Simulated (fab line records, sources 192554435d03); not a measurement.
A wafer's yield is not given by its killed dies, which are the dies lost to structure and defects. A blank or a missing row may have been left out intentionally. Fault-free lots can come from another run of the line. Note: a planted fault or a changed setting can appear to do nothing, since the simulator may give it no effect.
fab line records | flow n5Finfet | part 2 of 2: steps 5 to 6 of 6
record: lots: 21 wafers: 63 lastDay: 17
route steps=1938 shown BEOL_M0_CUTY@713 BEOL_M0@717 BEOL_M1@767
lots with no fault: from the same line, run without faults
startH: hours from the record's first day to the start of the lot's first wafer shown | waitH: time in hours since the lot's previous step | " identical to the entry in the row above | L1.1+2: several wafers, shown together as one row | - no value, or no start was given | * or withheld: withheld | < > ~ a bound
route shown NAME@n: a module of which the file shows steps, and the number in the route of the first | usual: average and standard deviation across the fault-free wafers | same: alike in all rows | chamber/n: place in a boat | sites: each site's reading | _std_site: the standard deviation of these | _edge_site: mean of outer sites minus mean of inner sites | radiusMm: for every site, how far away it sits from the centre of the wafer | mask NAME#n: copy n | behind: the tool/chamber that last shaped the wafer | hold: what put the lot on hold/how long, in hours/how the hold closed | device: names the non-switching transistor (n, p or np) | end of line: tests of these same wafers at the route's end | a step with no rows: only its recipe | killed: count of dies lost to structure and defects at first sort (not the wafer's yield) | map: per-die view of a wafer (x killed, . not killed, _ where there is no die)
set.NAME: the run value of the setting; set.NAME@STEP: its run value at that earlier step | model.NAME: the simulator's own value behind a step, which no gauge read
a sample of lots followed through the steps of the route, with each step as a table and each wafer as a row
services: when a tool's chamber went out of use (startH, in hours from the record's first day, below 0 if earlier), for how many hours, and the reason
== steps ==
step: N5_BEOL_M0_SPUTTER_134
recipe: material: Cu targetThkA: 40 tempC: -20 chamberPressurePa: 0.07 powerW: withheld timeS: 7.37
usual: chamberPressurePa: 0.07/0.00014 throttleValvePct: 30.2/1.4
columns lot.wafer tool chamber startH waitH chamberPressurePa throttleValvePct
L074.2 pvdSputter-03 - 116.36 0.0 0.07009 29.8
L074.4 " - " " 0.07012 31.7
L074.5 " - " " 0.07015 31.3
L075.1 pvdSputter-01 - 127.96 0.0 0.06992 30.6
L075.3 " - " " 0.06992 28.2
L075.6 " - " " 0.06984 28.6
L076.1 pvdSputter-02 - 131.98 0.0 0.06986 27.3
L076.2 " - " " 0.07 31.4
L076.3 " - " " 0.06997 32.1
L077.2 pvdSputter-02 - 132.72 0.0 0.06976 31.6
L077.3 " - " " 0.07006 27.5
L077.6 " - " " 0.06992 27.9
L078.2 pvdSputter-02 - 143.58 0.0 0.0701 32.0
L078.3 " - " " 0.06996 27.7
L078.5 " - " " 0.0702 31.6
L079.1 pvdSputter-03 - 148.16 0.0 0.06992 29.1
L079.4 " - " " 0.06981 31.6
L079.6 " - " " 0.06981 28.8
L080.2 pvdSputter-01 - 153.09 0.0 0.07001 30.7
L080.3 " - " " 0.06995 28.4
L080.6 " - " " 0.06992 28.5
L081.2 pvdSputter-03 - 159.60 0.0 0.07031 29.7
L081.3 " - " " 0.06991 31.7
L081.4 " - " " 0.06994 32.0
L082.1 pvdSputter-03 - 165.41 0.0 0.07004 31.6
L082.2 " - " " 0.06999 29.9
L082.4 " - " " 0.07017 32.2
L083.1 pvdSputter-03 - 174.41 0.0 0.06987 29.0
L083.3 " - " " 0.06998 31.8
L083.6 " - " " 0.07015 29.7
L084.1 pvdSputter-01 - 184.38 0.0 0.07023 30.7
L084.5 " - " " 0.07016 30.8
L084.6 " - " " 0.07002 28.5
L085.4 pvdSputter-02 - 185.40 0.0 0.06988 31.4
L085.5 " - " " 0.07 31.4
L085.6 " - " " 0.07005 32.0
L088.1 pvdSputter-03 - 205.09 0.0 0.07001 31.8
L088.2 " - " " 0.06984 29.6
L088.6 " - " " 0.07002 29.6
L086.1 pvdSputter-01 - 208.34 0.0 0.0701 30.0
L086.3 " - " " 0.06988 30.5
L086.4 " - " " 0.07005 28.5
L090.3 pvdSputter-01 - 216.47 0.0 0.06982 30.8
L090.4 " - " " 0.06975 30.0
L090.6 " - " " 0.07009 28.3
L091.1 pvdSputter-02 - 221.39 0.0 0.07027 31.6
L091.3 " - " " 0.07006 27.5
L091.5 " - " " 0.07008 27.5
L092.1 pvdSputter-03 - 228.27 0.0 0.07008 31.7
L092.2 " - " " 0.06997 30.0
L092.6 " - " " 0.06997 31.3
L094.1 pvdSputter-03 - 241.63 0.0 0.07003 31.6
L094.5 " - " " 0.06977 29.6
L094.6 " - " " 0.07004 31.8
L096.1 pvdSputter-02 - 246.62 0.0 0.07022 30.4
L096.2 " - " " 0.07014 31.4
L096.5 " - " " 0.0702 31.8
L095.2 pvdSputter-01 - 250.70 0.0 0.07004 30.0
L095.3 " - " " 0.06973 30.8
L095.5 " - " " 0.07008 30.1
L097.2 pvdSputter-01 - 255.66 0.0 0.06992 30.1
L097.3 " - " " 0.06986 28.6
L097.6 " - " " 0.07015 28.3
step: N5_BEOL_M1_DESCUM_16
recipe: chemistry: O2 timeS: 7 sourcePowerW: 50 biasPowerW: 20 pressureMtorr: 20 rfFrequencyHz: 2.712e+07 tempC: 40 resist: CAR-EUV o2FlowSccm: 225
usual: drypumpMotorCurrentA: 5.8/0.39 oesProductAu: 0.80/0.067 rfVppV: 243.3/1.6 showerheadPlenumPTorr: 2.12/0.09 tempC: 40.00/0.11 throttleValvePct: 20.45/0.28
columns lot.wafer tool chamber startH waitH drypumpMotorCurrentA oesProductAu rfHoursCounterH rfVppV showerheadPlenumPTorr tempC throttleValvePct
L074.2 rieDiel-06 0 121.36 0.1 5.6 0.73 180 242.3 2.02 39.96 20.66
L074.4 " 1 " " 6.2 0.87 32 242.8 2.05 39.99 20.01
L074.5 " 1 " " 6.2 0.88 - 242.3 2.05 40.18 20.02
L075.1 rieDiel-02 1 130.80 0.1 5.6 0.91 30 245.5 2.25 39.91 20.27
L075.3 " 2 " " 6.5 0.82 64 241.8 2.04 40.03 20.85
L075.6 " 3 " " 5.9 0.86 - 246.6 2.23 39.84 19.98
L076.1 rieDiel-04 1 134.37 0.0 5.5 0.73 197 243.1 2.06 40.05 20.32
L076.2 " 3 " " 6.0 0.92 13 244.2 2.14 39.91 20.48
L076.3 " 2 " " 5.4 0.84 79 241.0 2.02 39.79 20.46
L077.2 rieDiel-02 1 136.04 0.0 5.6 0.92 31 244.1 2.25 39.68 20.28
L077.3 " 0 " " 5.1 0.76 144 242.3 2.21 40.21 20.81
L077.6 " 2 " " 6.5 0.82 - 241.7 2.04 40.28 20.84
L078.2 rieDiel-02 0 147.60 0.3 5.1 0.77 147 245.7 2.21 39.88 20.80
L078.3 " 1 " " 5.6 0.91 35 244.3 2.25 40.02 20.31
L078.5 " 2 " " 6.5 0.80 - 243.2 2.04 39.81 20.86
L079.1 rieDiel-02 2 151.15 0.2 6.5 0.81 71 243.0 2.04 40.18 20.87
L079.4 " 0 " " 5.1 0.77 148 246.0 2.21 39.74 20.82
L079.6 " 3 " " 5.9 0.84 - 245.7 2.23 39.95 20.00
L080.2 rieDiel-02 3 156.08 0.0 5.8 0.84 66 244.2 2.23 39.96 19.98
L080.3 " 1 " " 5.6 0.91 37 244.1 2.25 39.95 20.29
L080.6 " 2 " " 6.5 0.81 - 243.1 2.04 39.98 20.87
L081.2 rieDiel-06 1 163.77 0.0 6.2 0.86 46 242.3 2.04 39.94 20.06
L081.3 " 2 " " 6.0 0.84 75 245.3 2.23 39.84 20.38
L081.4 " 0 " " 5.6 0.72 192 242.4 2.02 39.99 20.68
L082.1 rieDiel-02 1 168.31 0.0 5.6 0.90 40 245.2 2.25 39.86 20.29
L082.2 " 3 " " 5.8 0.83 69 244.6 2.23 39.90 20.00
L082.4 " 2 " " 6.5 0.80 76 242.7 2.04 40.03 20.86
L083.1 rieDiel-04 0 176.33 0.0 5.6 0.93 13 242.5 2.06 39.99 20.17
L083.3 " 2 " " 5.3 0.82 92 243.7 2.02 40.00 20.48
L083.6 " 1 " " 5.5 0.70 - 242.8 2.06 40.18 20.34
L084.1 rieDiel-06 0 187.19 0.0 5.6 0.72 200 241.1 2.01 40.07 20.70
L084.5 " 0 " " 5.7 0.71 - 239.3 2.01 39.84 20.70
L084.6 " 2 " " 6.0 0.83 - 245.5 2.22 39.97 20.37
L085.4 rieDiel-04 2 187.37 0.0 5.4 0.82 95 241.2 2.02 39.97 20.46
L085.5 " 0 " " 5.7 0.93 - 242.5 2.06 39.88 20.19
L085.6 " 3 " " 6.0 0.89 - 243.4 2.14 40.17 20.49
L088.1 rieDiel-06 0 209.34 0.3 5.6 0.70 207 241.9 2.01 39.87 20.71
L088.2 " 1 " " 6.2 0.84 58 241.9 2.04 39.99 20.07
L088.6 " 1 " " 6.2 0.83 - 242.7 2.04 39.97 20.07
L086.1 rieDiel-06 0 211.92 0.0 5.7 0.71 208 241.1 2.01 40.04 20.72
L086.3 " 1 " " 6.2 0.84 59 243.1 2.04 39.97 20.07
L086.4 " 2 " " 6.0 0.82 90 244.5 2.22 39.97 20.39
L090.3 rieDiel-02 0 218.82 0.0 5.1 0.75 168 243.4 2.20 40.02 20.84
L090.4 " 3 " " 5.9 0.81 85 243.4 2.22 40.32 20.04
L090.6 " 1 " " 5.7 0.88 - 244.3 2.24 40.07 20.31
L091.1 rieDiel-06 0 225.01 0.3 5.7 0.71 212 242.3 2.01 40.08 20.72
L091.3 " 1 " " 6.2 0.84 62 242.9 2.04 39.98 20.07
L091.5 " 0 " " 5.6 0.71 - 241.3 2.01 40.06 20.72
L092.1 rieDiel-06 2 230.39 0.0 6.0 0.80 96 244.7 2.22 40.18 20.41
L092.2 " 0 " " 5.6 0.71 213 242.2 2.01 39.90 20.72
L092.6 " 3 " " 5.6 0.74 - 245.3 2.17 40.19 20.40
L094.1 rieDiel-02 1 245.86 0.2 5.6 0.87 65 244.2 2.24 39.99 20.33
L094.5 " 2 " " 6.5 0.77 - 243.6 2.03 40.08 20.90
L094.6 " 0 " " 5.1 0.74 - 243.6 2.20 40.02 20.86
L096.1 rieDiel-06 0 249.03 0.0 5.6 0.70 219 242.1 2.01 40.14 20.73
L096.2 " 1 " " 6.2 0.83 69 242.2 2.03 39.95 20.07
L096.5 " 1 " " 6.2 0.83 - 242.3 2.03 40.12 20.09
L095.2 rieDiel-04 3 253.51 0.0 6.0 0.85 45 243.9 2.13 39.81 20.53
L095.3 " 2 " " 5.3 0.79 115 241.5 2.01 39.91 20.50
L095.5 " 3 " " 6.0 0.85 - 243.5 2.13 39.80 20.52
L097.2 rieDiel-02 2 258.33 0.0 6.5 0.77 107 240.9 2.02 40.01 20.90
L097.3 " 1 " " 5.6 0.85 70 244.6 2.24 40.14 20.33
L097.6 " 1 " " 5.6 0.85 - 245.8 2.24 40.04 20.34
== services ==
columns tool chamber startH hours kind
rieDiel-01 1 94.09 2.9 repair
rieDiel-04 2 97.38 9.7 repair
rieDiel-05 0 122.16 10.0 repair
rieDiel-03 - 128.90 15.6 pm
pvdSputter-03 - 139.16 3.7 repair
rieDiel-02 3 139.39 2.0 repair
rieDiel-04 3 146.43 9.5 repair
rieDiel-03 0 168.28 7.7 repair
rieDiel-01 - 178.16 0.7 repair
rieDiel-06 1 181.26 7.0 repair
rieDiel-06 2 187.71 4.6 repair
rieDiel-03 0 190.42 - clean
rieDiel-03 0 190.42 - consumableReplace:esc
rieDiel-03 0 190.42 - consumableReplace:focusRing
rieDiel-03 0 190.42 - consumableReplace:showerhead
rieDiel-05 1 213.01 3.8 repair
rieDiel-02 3 240.22 32.8 repair
rieDiel-05 2 241.53 4.6 repair
rieDiel-01 2 242.59 - clean
rieDiel-01 2 242.59 - consumableReplace:focusRing
rieDiel-01 2 242.59 22.9 scheduledDown
rieDiel-01 2 242.59 22.9 ventCycle
rieDiel-05 2 253.64 - clean
rieDiel-05 2 253.64 - consumableReplace:focusRing
